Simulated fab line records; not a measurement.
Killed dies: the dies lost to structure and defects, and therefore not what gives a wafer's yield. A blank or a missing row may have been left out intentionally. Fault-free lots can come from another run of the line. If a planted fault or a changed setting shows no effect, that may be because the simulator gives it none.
What tool caused it? :: flow nand_harc :: 39 wafers from 13 lots sampled at 6 of the route's 1302 steps

## WHAT EACH GAUGE READ, for each wafer
NHARC_P_M2_THK_MEAS_24: measures by xrf. Usual: thk_nm 144.7 nm, standard deviation 1.6.
lot: L795
measured: day 7 07:19
on: film_metro-01
thk_nm (nm): 144.2 143.5 144.5
flag: 

lot: L796
measured: day 7 23:37
on: film_metro-02
thk_nm (nm): 144.6 145.6 144.5
flag: 

lot: L797
measured: day 8 03:17
on: film_metro-01
thk_nm (nm): 143.2 143.5 144.7
flag: 

lot: L798
measured: day 8 10:44
on: film_metro-01
thk_nm (nm): 142.9 144.8 146.7
flag: 

lot: L799
measured: day 9 06:59
on: film_metro-01
thk_nm (nm): 145.9 146.8 145.7
flag: 

lot: L802
measured: day 10 13:51
on: film_metro-01
thk_nm (nm): 147.1 145.8 145.3
flag: 

lot: L803
measured: day 10 17:08
on: film_metro-01
thk_nm (nm): 145.0 143.9 145.7
flag: 

lot: L810
measured: day 13 19:43
on: film_metro-01
thk_nm (nm): 147.7 145.4 148.2
flag: 

lot: L812
measured: day 14 08:58
on: film_metro-01
thk_nm (nm): 143.1 144.2 142.8
flag: 

lot: L811
measured: day 14 09:30
on: film_metro-01
thk_nm (nm): 142.6 146.5 142.1
flag: 

lot: L813
measured: day 15 01:03
on: film_metro-02
thk_nm (nm): 142.4 143.7 144.1
flag: 

lot: L814
measured: day 15 13:11
on: film_metro-02
thk_nm (nm): 143.6 146.3 143.3
flag: 

lot: L816
measured: day 15 18:56
on: film_metro-01
thk_nm (nm): 146.3 144.4 147.8
flag: 

NHARC_P_BONDPAD_OVL_MEAS_38. Usual: overlay_x_nm 1 nm, standard deviation 6; overlay_y_nm -2 nm, standard deviation 6.2.
lot: L795
measured: day 7 09:22
on: overlay-02
overlay_x_nm (nm): 0 0 -1
overlay_y_nm (nm): -9 -9 -9
flag: 

lot: L796
measured: day 8 01:40
on: overlay-02
overlay_x_nm (nm): 4 3 4
overlay_y_nm (nm): -4 -3 -4
flag: 

lot: L797
measured: day 8 05:19
on: overlay-02
overlay_x_nm (nm): 1 1 1
overlay_y_nm (nm): 1 1 2
flag: 

lot: L798
measured: day 8 12:41
on: overlay-02
overlay_x_nm (nm): 8 8 8
overlay_y_nm (nm): -3 -3 -3
flag: 

lot: L799
measured: day 9 09:01
on: overlay-02
overlay_x_nm (nm): -8 -9 -8
overlay_y_nm (nm): -13 -12 -12
flag: 

lot: L802
measured: day 10 15:53
on: overlay-02
overlay_x_nm (nm): -7 -7 -6
overlay_y_nm (nm): -11 -11 -11
flag: 

lot: L803
measured: day 10 19:08
on: overlay-01
overlay_x_nm (nm): 4 4 4
overlay_y_nm (nm): 2 2 1
flag: 

lot: L810
measured: day 13 21:44
on: overlay-01
overlay_x_nm (nm): -9 -8 -8
overlay_y_nm (nm): -9 -9 -10
flag: 

lot: L812
measured: day 14 11:17
on: overlay-02
overlay_x_nm (nm): 9 9 8
overlay_y_nm (nm): 1 0 0
flag: 

lot: L811
measured: day 14 11:34
on: overlay-01
overlay_x_nm (nm): -12 -12 -12
overlay_y_nm (nm): 2 2 2
flag: 

lot: L813
measured: day 15 02:58
on: overlay-01
overlay_x_nm (nm): 5 5 5
overlay_y_nm (nm): -1 -1 -1
flag: 

lot: L814
measured: day 15 15:20
on: overlay-01
overlay_x_nm (nm): -1 -1 -1
overlay_y_nm (nm): 4 4 4
flag: 

lot: L816
measured: day 15 20:58
on: overlay-02
overlay_x_nm (nm): -1 -2 -1
overlay_y_nm (nm): 4 4 4
flag: 

NHARC_A_ZERO_WELL_INSPECT_17. Usual: raw_defect_count 9, standard deviation 4.8.
lot: L795
measured: day 7 14:48
on: defect_inspect-02
raw_defect_count: 6 8 13
flag: 

lot: L796
measured: day 8 07:07
on: defect_inspect-01
raw_defect_count: 7 8 6
flag: 

lot: L797
measured: day 8 10:52
on: defect_inspect-02
raw_defect_count: 7 18 7
flag: 

lot: L798
measured: day 8 18:12
on: defect_inspect-02
raw_defect_count: 9 11 21
flag: 

lot: L799
measured: day 9 14:38
on: defect_inspect-01
raw_defect_count: 2 9 6
flag: 

lot: L802
measured: day 10 21:25
on: defect_inspect-02
raw_defect_count: 840 789 798 822 798 784
flag: OFF

lot: L803
measured: day 11 00:43
on: defect_inspect-01
raw_defect_count: 769 859 766 766 862 775
flag: OFF

lot: L810
measured: day 14 03:27
on: defect_inspect-01
raw_defect_count: 8 3 6
flag: 

lot: L812
measured: day 14 16:47
on: defect_inspect-01
raw_defect_count: 10 7 3
flag: 

lot: L811
measured: day 14 17:07
on: defect_inspect-02
raw_defect_count: 10 12 14
flag: 

lot: L813
measured: day 15 08:22
on: defect_inspect-01
raw_defect_count: 15 13 8
flag: 

lot: L814
measured: day 15 20:47
on: defect_inspect-02
raw_defect_count: 14 1 3
flag: 

lot: L816
measured: day 16 02:27
on: defect_inspect-02
raw_defect_count: 4 9 8
flag: 

NHARC_END_SORT_01. Usual: defect_limited_yield 91.6 %, standard deviation 2.8; killed_at_array 52, standard deviation 19; killed_at_other 1.0, standard deviation 1.2; killed_at_periphery 4.1, standard deviation 2.8; killed_dies 57, standard deviation 19; killed_open 3.1, standard deviation 1.7; killed_short 2.5, standard deviation 1.5; sort_bin_2_pct 3.0 %, standard deviation 1.2; sort_bin_3_pct 0.6 %, standard deviation 0.36; sort_bin_4_pct 4.9 %, standard deviation 1.6; sort_n_pass 620, standard deviation 19; sort_rim_yield_pct 91 %, standard deviation 5; sort_yield_pct 91.6 %, standard deviation 2.8.
lot: L799
measured: day 27 01:09
on: prober-02
defect_limited_yield (%): 91.0 91.4 90.4
killed_at_array: 54 57 62
killed_at_other: 1 1 0
killed_at_periphery: 6 0 3
killed_dies: 61 58 65
killed_open: 2 4 5
killed_short: 5 0 0
sort_bin_2_pct (%): 1.9 2.4 2.7
sort_bin_3_pct (%): 1.0 0.6 0.9
sort_bin_4_pct (%): 6.1 5.6 6.1
sort_n_pass: 616 619 612
sort_rim_yield_pct (%): 92 92 94
sort_yield_pct (%): 91.0 91.4 90.4
flag: 

## EACH LOT AND THE TOOL THAT RAN IT (in order: tool; ch and the chambers of the sampled wafers; start)
lot: L795
NHARC_P_BONDPAD_DEGAS_25: pvd_sputter-02, day 7 10:26
NHARC_A_ZERO_WELL_PRECLEAN_22: wet_bench-01 ch 1,2,4, day 7 14:28

lot: L796
NHARC_P_BONDPAD_DEGAS_25: pvd_sputter-01, day 8 02:44
NHARC_A_ZERO_WELL_PRECLEAN_22: wet_bench-01 ch 1,2,3, day 8 06:48

lot: L797
NHARC_P_BONDPAD_DEGAS_25: pvd_sputter-02, day 8 06:23
NHARC_A_ZERO_WELL_PRECLEAN_22: wet_bench-05 ch 3,4,7, day 8 10:32

lot: L798
NHARC_P_BONDPAD_DEGAS_25: pvd_sputter-03, day 8 13:46
NHARC_A_ZERO_WELL_PRECLEAN_22: wet_bench-05 ch 1,2,4, day 8 17:53

lot: L799
NHARC_P_BONDPAD_DEGAS_25: pvd_sputter-03, day 9 10:08
NHARC_A_ZERO_WELL_PRECLEAN_22: wet_bench-06 ch 0,4,7, day 9 14:18

lot: L802
NHARC_P_BONDPAD_DEGAS_25: pvd_sputter-02, day 10 16:57
NHARC_A_ZERO_WELL_PRECLEAN_22: wet_bench-01 ch 0,2,4, day 10 21:05

lot: L803
NHARC_P_BONDPAD_DEGAS_25: pvd_sputter-03, day 10 20:13
NHARC_A_ZERO_WELL_PRECLEAN_22: wet_bench-01 ch 0,3,5, day 11 00:20

lot: L810
NHARC_P_BONDPAD_DEGAS_25: pvd_sputter-01, day 13 22:51
NHARC_A_ZERO_WELL_PRECLEAN_22: wet_bench-06 ch 0,2,3, day 14 03:08

lot: L812
NHARC_P_BONDPAD_DEGAS_25: pvd_sputter-02, day 14 12:24
NHARC_A_ZERO_WELL_PRECLEAN_22: wet_bench-01 ch 4,5,6, day 14 16:28

lot: L811
NHARC_P_BONDPAD_DEGAS_25: pvd_sputter-03, day 14 12:41
NHARC_A_ZERO_WELL_PRECLEAN_22: wet_bench-05 ch 1,2,7, day 14 16:46

lot: L813
NHARC_P_BONDPAD_DEGAS_25: pvd_sputter-01, day 15 04:02
NHARC_A_ZERO_WELL_PRECLEAN_22: wet_bench-01 ch 1,4,6, day 15 08:02

lot: L814
NHARC_P_BONDPAD_DEGAS_25: pvd_sputter-02, day 15 16:24
NHARC_A_ZERO_WELL_PRECLEAN_22: wet_bench-01 ch 2,3,7, day 15 20:27

lot: L816
NHARC_P_BONDPAD_DEGAS_25: pvd_sputter-02, day 15 22:04
NHARC_A_ZERO_WELL_PRECLEAN_22: wet_bench-01 ch 0,3,4, day 16 02:07
- NHARC_P_BONDPAD_DEGAS_25: time 60 s.
- NHARC_A_ZERO_WELL_PRECLEAN_22: cleans in SC1, time 60 s.

## WHAT THE TOOLS THEMSELVES READ (means of the sampled wafers that have a number; where no wafer has one, the mark that the record gives instead)
NHARC_P_BONDPAD_DEGAS_25. Usual: heater_power_w 482 W, standard deviation 48.
lot: L795
tool: pvd_sputter-02
heater_power_w (W): 488
flag: 

lot: L796
tool: pvd_sputter-01
heater_power_w (W): 491
flag: 

lot: L797
tool: pvd_sputter-02
heater_power_w (W): 512
flag: 

lot: L798
tool: pvd_sputter-03
heater_power_w (W): 439
flag: 

lot: L799
tool: pvd_sputter-03
heater_power_w (W): 453
flag: 

lot: L802
tool: pvd_sputter-02
heater_power_w (W): 526
flag: 

lot: L803
tool: pvd_sputter-03
heater_power_w (W): 506
flag: 

lot: L810
tool: pvd_sputter-01
heater_power_w (W): 476
flag: 

lot: L812
tool: pvd_sputter-02
heater_power_w (W): 471
flag: 

lot: L811
tool: pvd_sputter-03
heater_power_w (W): 476
flag: 

lot: L813
tool: pvd_sputter-01
heater_power_w (W): 477
flag: 

lot: L814
tool: pvd_sputter-02
heater_power_w (W): 480
flag: 

lot: L816
tool: pvd_sputter-02
heater_power_w (W): 553
flag: 

## THE ANSWER, worked out from the rows above alone
Rule: lot off if the mean of its wafers having a number is beyond 3 standard deviations from the usual mean. Also off: a lot with no number at a reading for which 4 or more lots have one. All remaining lots with rows at the step are treated as sound. After the gauges, taken in route order, come the tools' own readings; for these a lot's mean is taken, as printed above. The first step at which some lot is off is used, and at that step the reading that is off furthest; a lot without a number counts as furthest.
Off: L802, L803 (NHARC_A_ZERO_WELL_INSPECT_17, raw_defect_count).
A tool fits if, at a process step before that reading, it ran every lot that is off, and no sound lot after the first of them. Those tools and the gauges at NHARC_A_ZERO_WELL_INSPECT_17 are tried in the same way. Not one of the candidates tried fits.

## WHAT WAS PUT IN BY THE SIMULATOR
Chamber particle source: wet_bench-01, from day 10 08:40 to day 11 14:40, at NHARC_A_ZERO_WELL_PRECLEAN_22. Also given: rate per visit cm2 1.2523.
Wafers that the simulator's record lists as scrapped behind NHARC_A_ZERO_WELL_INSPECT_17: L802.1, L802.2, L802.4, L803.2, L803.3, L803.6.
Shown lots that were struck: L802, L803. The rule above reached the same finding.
